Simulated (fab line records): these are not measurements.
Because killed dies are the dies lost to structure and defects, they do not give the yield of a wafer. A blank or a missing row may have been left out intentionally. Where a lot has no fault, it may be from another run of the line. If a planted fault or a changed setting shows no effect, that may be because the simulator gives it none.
2 desks looking at one fault | flow n5Finfet | every desk sees just its own numbers, and what lay behind them comes last

== THE TOOL OWNER'S DESK: aldSin-03 ==
The tool's own readings at N5_FIN_SAQP_SPACER2_ALD_28 (deposits SiO2, target thk 8.1 nm, pulse time 1 s, purge time 2 s): means of the sampled wafers that have a number, for each lot that ran on this tool. If a lot's mean is further than 4 standard deviations from the usual mean, the lot is out of limits and carries the mark OUT (the distance appears in the brackets).
Columns: A = heaterPowerW at N5_FIN_SAQP_SPACER2_ALD_28, usual 456 W; B = precursorPulseHeightRel at N5_FIN_SAQP_SPACER2_ALD_28, usual 1.002
lot  | first seen here | A   | B
L260 | day 2 13:20     | 486 | 1.016
L269 | day 4 20:28     | 492 | 0.981
L270 | day 5 03:15     | 494 | 1.017
L272 | day 5 15:44     | 506 | 1.007
L273 | day 5 19:23     | 474 | 1.014
Finding of this desk: none of the 5 lots has anything out of limits.

== THE METROLOGY DESK ==
What the gauges read for every lot (on any tool): the sampled wafers with a number, averaged. If a lot's mean is further than 4 standard deviations from the usual mean, the lot is out of limits and carries the mark OUT (the distance appears in the brackets). It has 19 readings, of which 7 appear: the earliest out of limits, and the ones furthest out on some lot.
Columns: A = cdNm at N5_FIN_SAQP_CD_MEAS_31, usual 8.08 nm; B = cdNm at N5_FIN_SAQP_CD_MEAS_37, usual 8.07 nm; C = DIBL_P at N5_BEOL_M4_RC_MEAS_101, usual 35.8 mV/V; D = ION_N at N5_BEOL_M4_RC_MEAS_101, usual 672 uA/um; E = SS_P at N5_BEOL_M4_RC_MEAS_101, usual 73.2 mV/dec; F = VT_N at N5_BEOL_M4_RC_MEAS_101, usual 250 mV; G = VT_N_LVT at N5_BEOL_M4_RC_MEAS_101, usual 99 mV
lot  | first seen here | A               | B               | C               | D              | E               | F              | G
L260 | day 2 13:51     | 7.89            | 7.75            | 33.4            | 647            | 72.9            | 257            | 104
L261 | day 2 20:36     | 7.92            | 8.03            | 35.4            | 666            | 73.1            | 252            | 100
L262 | day 3 01:40     | 8.30            | 8.24            | 35.2            | 664            | 73.2            | 252            | 99
L265 | day 3 21:14     | 8.17            | 8.20            | 35.4            | 673            | 72.8            | 249            | 99
L266 | day 4 01:26     | 8.30            | 8.24            | 39.4            | 688            | 74.1            | 246            | 95
L267 | day 4 08:53     | 8.19            | 8.10            | 36.3            | 665            | 73.2            | 252            | 102
L268 | day 4 14:34     | 8.17            | 7.90            | 35.4            | 666            | 73.2            | 253            | 102
L269 | day 4 20:59     | 8.19            | 8.05            | 37.0            | 686            | 73.2            | 246            | 96
L270 | day 5 03:48     | 8.22            | 8.12            | 35.5            | 675            | 73.2            | 249            | 97
L272 | day 5 16:17     | 6.98 (-4.8) OUT | 6.92 (-4.1) OUT | 25.5 (-4.3) OUT | 618 (-4.2) OUT | 70.4 (-4.2) OUT | 268 (+5.4) OUT | 118 (+5.8) OUT
L273 | day 5 19:55     | 6.86 (-5.3) OUT | 7.04            | 29.1            | 625            | 70.8            | 265 (+4.3) OUT | 113 (+4.2) OUT
L274 | day 6 03:21     | 7.95            | 8.28            | 35.6            | 670            | 73.2            | 252            | 101
L280 | day 7 13:44     | 8.01            | 7.93            | 38.3            | 682            | 74.2            | 249            | 97
L281 | day 7 20:25     | 8.00            | 8.04            | 35.0            | 682            | 72.7            | 251            | 100
Finding of this desk: L272, L273 out of limits; the first was L272 at day 5 16:17, on cdNm at N5_FIN_SAQP_CD_MEAS_31. L260, L261, L262, L265, L266, L267, L268, L269, L270, L274, L280, L281 stayed within limits.

== ALL TOGETHER ==
Metrology desk: alarm possible at day 5 16:17 on L272, L273.
The tool owner's desk saw nothing out of limits.
The tool owner's desk has L272, L273 on record, within its limits.
Every lot named ran N5_FIN_SAQP_SPACER2_ALD_28 on aldSin-03.

== WHAT WAS PUT IN BY THE SIMULATOR ==
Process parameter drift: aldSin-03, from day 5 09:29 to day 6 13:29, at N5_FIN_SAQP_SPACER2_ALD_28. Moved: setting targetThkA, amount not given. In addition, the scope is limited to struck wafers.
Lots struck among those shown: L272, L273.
Delay in hours, fault start to first out-of-limits reading, per desk: metrology desk 7.
